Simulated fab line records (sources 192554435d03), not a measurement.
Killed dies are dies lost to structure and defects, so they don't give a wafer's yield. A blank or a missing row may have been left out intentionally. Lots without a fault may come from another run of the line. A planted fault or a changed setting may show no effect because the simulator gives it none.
Lot-split experiment | flow n5_finfet | 21 wafers read from 7 lots, route of 1938 steps

## ABOUT THE SPLIT
At N5_FIN_SAQP_SPACER1_ALD_24 (deposits SiO2, target thk 20.3 nm, pulse time 1 s, purge time 2 s), the setting ald_cycles was moved away from the recipe's 218 on 8 of the 21 wafers read, by -14.7% to +12.4%. The other wafers ran this setting at the recipe's value.

## FROM THE SPLIT TO THE READING: what the file shows between them, 2 steps
- N5_FIN_SAQP_SPACER1_ETCHBACK_25: etches SiO2 in CHF3/O2, target depth 24.4 nm, time 12.2 s
- N5_FIN_SAQP_MANDREL1_REMOVE_56: chemistry HBr/Cl2/O2, target a-Si, stops on SiNx, bt time 10 s

## THE READING
At N5_FIN_SAQP_CD_MEAS_27: cd_nm in nanometres, against a target cd of 20 nm. Fault-free wafers of this fab line usually give 20.30 nm, standard deviation 0.25 nm.

wafer  | tool, chamber at the split | ald_cycles as run | against the recipe | cd_nm, nm | against lot-mates on the recipe
L075.2 | ald_sin-02, 0              | 218               | recipe             | 20.35     | -
L075.5 | ald_sin-02, 1              | 218               | recipe             | 20.22     | -
L075.6 | ald_sin-02, 0              | 218               | recipe             | 20.20     | -
L076.4 | ald_sin-02, 0,2,1          | 218               | recipe             | 20.47     | -
L076.5 | ald_sin-02, 0,2,1          | 218               | recipe             | 19.89     | -
L076.6 | ald_sin-02, 0,2,1          | 218               | recipe             | 20.20     | -
L081.2 | ald_sin-04, 2,3            | 218               | recipe             | 20.34     | -
L081.3 | ald_sin-04, 2,3            | 218               | recipe             | 20.36     | -
L081.4 | ald_sin-04, 0              | 242               | +11.0%             | 22.92     | +2.57
L082.1 | ald_sin-02, 3              | 245               | +12.4%             | 23.07     | +2.86
L082.3 | ald_sin-02, 2              | 218               | recipe             | 20.21     | -
L082.5 | ald_sin-02, 0              | 245               | +12.4%             | 22.31     | +2.10
L083.4 | ald_sin-02, 3              | 218               | recipe             | 20.06     | -
L083.5 | ald_sin-02, 1,2            | 227               | +4.1%              | 20.73     | +0.67
L083.6 | ald_sin-02, 1,2            | 227               | +4.1%              | 21.29     | +1.23
L096.2 | ald_sin-02, 3,0            | 186               | -14.7%             | 17.62     | -2.85
L096.3 | ald_sin-02, 2              | 218               | recipe             | 20.47     | -
L096.4 | ald_sin-02, 3,0            | 186               | -14.7%             | 17.54     | -2.93
L097.2 | ald_sin-04, 2              | 218               | recipe             | 20.44     | -
L097.3 | ald_sin-04, 3              | 218               | recipe             | 20.82     | -
L097.5 | ald_sin-04, 1              | 228               | +4.6%              | 21.53     | +0.90
Where a row lists several chambers, the file gives one row for several wafers and doesn't say which wafer went through which chamber.

THE FIT
A straight line over all 21 wafers: cd_nm changes by +0.195 nm for each +1% of ald_cycles; r = +0.98; the points scatter about the line by 0.27 nm.
The same after taking each lot's own level away (the mean of its wafers on the recipe; 21 wafers): +0.203 nm for each +1%; r = +0.99; scatter 0.21 nm.
According to that fit, moving ald_cycles by its largest amount changes the reading by 3 nm.
The span of the lots' own levels, 20.060 to 20.630 nm, comes to 2.3 times the standard deviation stated above.
The two slopes are in agreement: the lot-to-lot level therefore moves the slope only a little.
Check: with one of the wafers moved furthest among these (-14.7%) left out of the fit, the line predicts -3.01 nm for it against its lot-mates. Against them it came out at -2.85 nm.

## THESE WAFERS: OTHER SPLITS
Note: prior to the reading, these wafers also went through further splits. Each is held against what the fit with the lots' levels taken away leaves over:
other split on the same wafers | wafers away from the commonest value | r with cd_nm (lot level and that fit taken away)
N5_ZERO_LAYER_PECVD_02 time_s  | 7                                    | +0.13
N5_ZERO_LAYER_COAT_05 spin_rpm | 8                                    | +0.09
N5_ZERO_LAYER_DESCUM_16 time_s | 6                                    | +0.10
N5_FIN_SAQP_DESCUM_21 time_s   | 5                                    | -0.18

## THE WHOLE CHAIN: every reading that the file lists as answering this split, in the file's order
step                           | what it does                                                      | reading                                                                                 | change (the file's fit)               | r (the file's)
N5_FIN_SAQP_SPACER1_ALD_24     | deposits SiO2, target thk 20.3 nm, pulse time 1 s, purge time 2 s | SiO2_of_FIN_SAQP_SPACER1_ALD_24.thk_nm (the simulator's own value, which no gauge read) | +0.2 nm for each +1% of the setting   | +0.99
N5_FIN_SAQP_MANDREL1_REMOVE_56 | chemistry HBr/Cl2/O2, target a-Si, stops on SiNx, bt time 10 s    | FIN_SAQP.cd_nm (the simulator's own value, which no gauge read)                         | +0.204 nm for each +1% of the setting | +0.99
N5_FIN_SAQP_CD_MEAS_27         | target cd 20 nm                                                   | cd_nm                                                                                   | +0.207 nm for each +1% of the setting | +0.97

## FILE'S OWN FIT
cd_nm changes by +0.207 nm for each +1% of ald_cycles, r = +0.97.
